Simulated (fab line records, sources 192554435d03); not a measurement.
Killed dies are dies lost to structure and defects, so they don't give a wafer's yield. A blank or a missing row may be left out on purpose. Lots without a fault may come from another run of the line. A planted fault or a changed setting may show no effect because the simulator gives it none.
Which tool did it? | flow n5_finfet | 24 lots, 72 wafers sampled, at 5 steps of a route of 1938

WHAT THE GAUGES READ, wafer by wafer
N5_BEOL_M11_THK_MEAS_53: measures by xrf. Usual: M11_THK 139 nm, standard deviation 4.2.
lot  | measured     | on            | M11_THK (nm) | flag
L076 | day 10 21:48 | film_metro-02 | 140 140 131  |
L075 | day 11 00:05 | film_metro-01 | 137 133 137  |
L074 | day 11 01:14 | film_metro-02 | 140 142 140  |
L077 | day 11 08:04 | film_metro-01 | 133 134 136  |
L078 | day 11 18:40 | film_metro-01 | 140 139 145  |
L080 | day 11 20:13 | film_metro-02 | 148 136 135  |
L079 | day 12 00:40 | film_metro-01 | 136 137 140  |
L081 | day 12 11:16 | film_metro-01 | 141 144 137  |
L083 | day 13 04:38 | film_metro-01 | 139 136 140  |
L084 | day 13 05:49 | film_metro-02 | 137 139 138  |
L082 | day 13 06:04 | film_metro-01 | 142 140 129  |
L085 | day 13 13:45 | film_metro-01 | 139 135 139  |
L086 | day 14 09:04 | film_metro-02 | 138 137 143  |
L087 | day 14 15:17 | film_metro-01 | 140 140 142  |
L089 | day 15 09:58 | film_metro-02 | 141 138 141  |
L088 | day 15 10:37 | film_metro-01 | 138 137 141  |
L093 | day 15 18:04 | film_metro-01 | 141 133 134  |
L090 | day 15 18:55 | film_metro-02 | 144 142 142  |
L091 | day 15 19:37 | film_metro-01 | 131 133 134  |
L092 | day 15 20:16 | film_metro-02 | 139 140 139  |
L094 | day 16 06:51 | film_metro-02 | 131 144 144  |
L095 | day 16 09:40 | film_metro-02 | 140 146 150  |
L097 | day 17 01:13 | film_metro-01 | 136 140 138  |
L096 | day 17 02:25 | film_metro-02 | 138 134 142  |

N5_BEOL_M11_INSPECT_58: inspects for defects (darkfield). Usual: raw_defect_count 73, standard deviation 26.
lot  | measured     | on                | raw_defect_count | flag
L076 | day 10 21:57 | defect_inspect-02 | 56 54 79         |
L075 | day 11 00:14 | defect_inspect-01 | 91 61 104        |
L074 | day 11 01:23 | defect_inspect-02 | 107 77 83        |
L077 | day 11 08:13 | defect_inspect-01 | 31 33 39         |
L078 | day 11 18:49 | defect_inspect-01 | 80 29 46         |
L080 | day 11 20:22 | defect_inspect-02 | 73 59 67         |
L079 | day 12 00:49 | defect_inspect-01 | 73 29 99         |
L081 | day 12 11:25 | defect_inspect-01 | 89 135 137       |
L083 | day 13 04:47 | defect_inspect-01 | 86 65 99         |
L084 | day 13 05:59 | defect_inspect-01 | 21 59 64         |
L082 | day 13 06:14 | defect_inspect-02 | 71 93 55         |
L085 | day 13 13:54 | defect_inspect-01 | 38 44 49         |
L086 | day 14 09:13 | defect_inspect-02 | 75 73 55         |
L087 | day 14 15:28 | defect_inspect-01 | 68 72 83         |
L089 | day 15 10:07 | defect_inspect-02 | 60 69 73         |
L088 | day 15 10:47 | defect_inspect-01 | 119 134 96       |
L093 | day 15 18:13 | defect_inspect-02 | 67 49 57         |
L090 | day 15 19:05 | defect_inspect-02 | 86 99 76         |
L091 | day 15 19:48 | defect_inspect-01 | 59 86 61         |
L092 | day 15 20:25 | defect_inspect-02 | 91 76 64         |
L094 | day 16 07:00 | defect_inspect-02 | 76 88 46         |
L095 | day 16 09:49 | defect_inspect-01 | 68 60 40         |
L097 | day 17 01:22 | defect_inspect-01 | 67 46 76         |
L096 | day 17 02:34 | defect_inspect-01 | 74 77 80         |

N5_BEOL_M12_THK_MEAS_01. Usual: M12_ILD_THK 656 nm, standard deviation 11.
lot  | measured     | on            | M12_ILD_THK (nm) | flag
L076 | day 10 22:07 | film_metro-02 | 652 655 657      |
L075 | day 11 00:24 | film_metro-01 | 644 659 642      |
L074 | day 11 01:34 | film_metro-01 | 658 666 669      |
L077 | day 11 08:23 | film_metro-01 | 645 651 673      |
L078 | day 11 18:59 | film_metro-01 | 644 660 652      |
L080 | day 11 20:32 | film_metro-01 | 644 632 643      |
L079 | day 12 00:59 | film_metro-02 | 653 657 666      |
L081 | day 12 11:35 | film_metro-02 | 645 641 650      |
L083 | day 13 04:57 | film_metro-02 | 653 666 660      |
L084 | day 13 06:09 | film_metro-01 | 671 670 682      |
L082 | day 13 06:23 | film_metro-01 | 661 657 665      |
L085 | day 13 14:04 | film_metro-02 | 648 654 670      |
L086 | day 14 09:23 | film_metro-02 | 655 663 663      |
L087 | day 14 15:38 | film_metro-01 | 649 658 672      |
L089 | day 15 10:17 | film_metro-02 | 639 671 655      |
L088 | day 15 10:58 | film_metro-02 | 669 671 678      |
L093 | day 15 18:23 | film_metro-02 | 651 661 662      |
L090 | day 15 19:16 | film_metro-01 | 661 674 662      |
L091 | day 15 20:01 | film_metro-01 | 636 645 651      |
L092 | day 15 20:38 | film_metro-01 | 633 649 655      |
L094 | day 16 07:10 | film_metro-02 | 651 665 673      |
L095 | day 16 09:59 | film_metro-02 | 631 653 647      |
L097 | day 17 01:32 | film_metro-01 | 664 672 674      |
L096 | day 17 02:47 | film_metro-02 | 647 638 652      |

N5_BEOL_M12_OVL_MEAS_11. Usual: V11_OVL -2 nm, standard deviation 5.2.
lot  | measured     | on         | V11_OVL (nm) | flag
L076 | day 10 22:27 | overlay-02 | -5 1 -2      |
L075 | day 11 00:52 | overlay-01 | -6 -3 -8     |
L074 | day 11 02:02 | overlay-01 | -9 -6 -5     |
L077 | day 11 08:51 | overlay-02 | -6 -3 -5     |
L078 | day 11 19:19 | overlay-01 | -11 -6 -4    |
L080 | day 11 20:53 | overlay-02 | 3 5 4        |
L079 | day 12 01:19 | overlay-02 | 3 6 6        |
L081 | day 12 11:55 | overlay-02 | 3 -4 -2      |
L083 | day 13 05:17 | overlay-02 | 11 1 -2      |
L084 | day 13 06:29 | overlay-01 | -8 -13 -3    |
L082 | day 13 06:44 | overlay-01 | -4 -4 -5     |
L085 | day 13 14:24 | overlay-01 | 4 3 -1       |
L086 | day 14 09:51 | overlay-01 | -7 -5 -5     |
L087 | day 14 15:58 | overlay-01 | 1 -1 5       |
L089 | day 15 10:37 | overlay-01 | -14 -10 -14  |
L088 | day 15 11:17 | overlay-01 | -10 -5 -1    |
L093 | day 15 18:51 | overlay-01 | 4 9 -1       |
L090 | day 15 19:43 | overlay-02 | -5 -5 -7     |
L091 | day 15 20:21 | overlay-01 | 1 1 -1       |
L092 | day 15 21:06 | overlay-02 | -5 1 -3      |
L094 | day 16 07:31 | overlay-02 | -2 -1 -7     |
L095 | day 16 10:19 | overlay-01 | 0 -2 -3      |
L097 | day 17 01:59 | overlay-01 | -3 -3 -3     |
L096 | day 17 03:07 | overlay-02 | -5 -4 2      |

WHICH TOOL RAN EACH LOT (tool, then ch and the chambers of the sampled wafers, then the start)
lot  | N5_BEOL_M12_ILD_DEP_00
L076 | pecvd-03 ch 0,1, day 10 21:59
L075 | pecvd-01 ch 0,1,2, day 11 00:16
L074 | pecvd-03 ch 0,1,2, day 11 01:29
L077 | pecvd-01 ch 0,1,2, day 11 08:16
L078 | pecvd-03 ch 0,1, day 11 18:51
L080 | pecvd-01 ch 0,2, day 11 20:25
L079 | pecvd-04 ch 1,2, day 12 00:51
L081 | pecvd-04 ch 1,2, day 12 11:27
L083 | pecvd-04 ch 0,2, day 13 04:49
L084 | pecvd-03 ch 0,1,2, day 13 06:01
L082 | pecvd-04 ch 0,2, day 13 06:16
L085 | pecvd-01 ch 0,2, day 13 13:56
L086 | pecvd-03 ch 1,2, day 14 09:16
L087 | pecvd-03 ch 0,2, day 14 15:30
L089 | pecvd-03 ch 0,1,2, day 15 10:10
L088 | pecvd-04 ch 0,1, day 15 10:50
L093 | pecvd-03 ch 0,1,2, day 15 18:16
L090 | pecvd-04 ch 0,2, day 15 19:08
L091 | pecvd-01 ch 0,1, day 15 19:50
L092 | pecvd-01 ch 0,1, day 15 20:28
L094 | pecvd-03 ch 1,2, day 16 07:02
L095 | pecvd-01 ch 1,2, day 16 09:51
L097 | pecvd-03 ch 0,1, day 17 01:24
L096 | pecvd-01 ch 0,2, day 17 02:36
- N5_BEOL_M12_ILD_DEP_00: deposits SiOC from DEMS/O2, target thk 658.92 nm, time 130.7 s.

WHAT THE TOOLS THEMSELVES READ (means of the sampled wafers that have a number; where no wafer has one, the mark that the record gives instead)
N5_BEOL_M12_ILD_DEP_00. Usual: heater_power_w 482 W, standard deviation 53; showerhead_plenum_p_Torr 5.688 Torr, standard deviation 0.013; throttle_valve_pct 11.9 %, standard deviation 0.62.
lot  | tool     | heater_power_w (W) | showerhead_plenum_p_Torr (Torr) | throttle_valve_pct (%) | flag
L076 | pecvd-03 | 477                | 5.696                           | 11.9                   |
L075 | pecvd-01 | 427                | 5.681                           | 12.6                   |
L074 | pecvd-03 | 473                | 5.693                           | 11.6                   |
L077 | pecvd-01 | 431                | 5.688                           | 12.6                   |
L078 | pecvd-03 | 484                | 5.701                           | 12.0                   |
L080 | pecvd-01 | 464                | 5.686                           | 12.7                   |
L079 | pecvd-04 | 451                | 5.684                           | 11.2                   |
L081 | pecvd-04 | 469                | 5.681                           | 11.2                   |
L083 | pecvd-04 | 551                | 5.691                           | 11.3                   |
L084 | pecvd-03 | 466                | 5.685                           | 11.7                   |
L082 | pecvd-04 | 544                | 5.698                           | 11.2                   |
L085 | pecvd-01 | 484                | 5.693                           | 12.3                   |
L086 | pecvd-03 | 529                | 5.689                           | 12.0                   |
L087 | pecvd-03 | 476                | 5.689                           | 11.8                   |
L089 | pecvd-03 | 496                | 5.696                           | 11.8                   |
L088 | pecvd-04 | 485                | 5.688                           | 11.5                   |
L093 | pecvd-03 | 459                | 5.698                           | 11.8                   |
L090 | pecvd-04 | 557                | 5.687                           | 11.3                   |
L091 | pecvd-01 | 475                | 5.681                           | 12.8                   |
L092 | pecvd-01 | 445                | 5.680                           | 12.8                   |
L094 | pecvd-03 | 465                | 5.693                           | 11.9                   |
L095 | pecvd-01 | 463                | 5.693                           | 12.5                   |
L097 | pecvd-03 | 503                | 5.701                           | 12.1                   |
L096 | pecvd-01 | 505                | 5.682                           | 12.6                   |

THE ANSWER, worked out from the rows above alone
Rule: a lot is off if the mean of its wafers that have a number lies more than 3 standard deviations from the usual mean. A lot without any number at a reading at which 4 lots or more have one is off too. The other lots that the step has rows for count as sound. The gauges are gone through in route order, then the tools' own readings, and for those a lot's mean is taken as printed above. The first step at which some lot is off is used, and at that step the reading that is off furthest; a lot without a number counts as furthest.
No lot is off at any reading shown: from this, nothing can be told.

WHAT THE SIMULATOR HAD PUT IN
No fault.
